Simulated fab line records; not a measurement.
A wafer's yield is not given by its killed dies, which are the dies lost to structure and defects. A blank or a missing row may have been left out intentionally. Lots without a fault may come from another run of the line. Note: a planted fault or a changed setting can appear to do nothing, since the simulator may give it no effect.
Chamber matching	flow nand harc	NHARC_A_CONTACT_ETCH_92 on rie diel-08 has 4 sister chambers
The step etches the open film in CH3F/O2, target depth 40 nm, time 85.7 s. 4 wafers are shown with their chamber, then 9 later ones without.

## WAFERS PAIRED WITH THEIR CHAMBERS
wafer	chamber	drypump motor current A (A)
L507.4	0	5.6
L509.1	3	5.2
L509.5	1	6.6
L509.6	2	6.1

## WAFERS WHOSE CHAMBER IS MISSING
wafer	drypump motor current A (A)
L506.2	6.5
L506.3	5.6
L506.4	5.2
L519.1	5.6
L519.4	5.2
L519.6	5.2
L521.1	5.6
L521.2	5.2
L521.4	6.1

## CHAMBER TAKEN BY EACH
wafer	from the rows above	in truth
L506.2	1	1
L506.3	0	0
L506.4	3	3
L519.1	0	0
L519.4	3	3
L519.6	3	3
L521.1	0	0
L521.2	3	3
L521.4	2	2
Correctly placed: 9 of 9. From these rows, 0 cannot be placed. Wrongly placed: 0.
How it was worked out, from the rows above alone: a wafer's distance from a chamber is the root of the sum, over the readings, of the square of ((its reading less the chamber's mean) divided by the reading's scatter). The wafer belongs to the nearest chamber; if the next one is less than 2 further off, it can't be placed. Each chamber's mean is taken over the wafers shown for it. The scatter: root of mean squared gap, hidden wafer to nearest shown wafer, with one shown wafer a chamber.
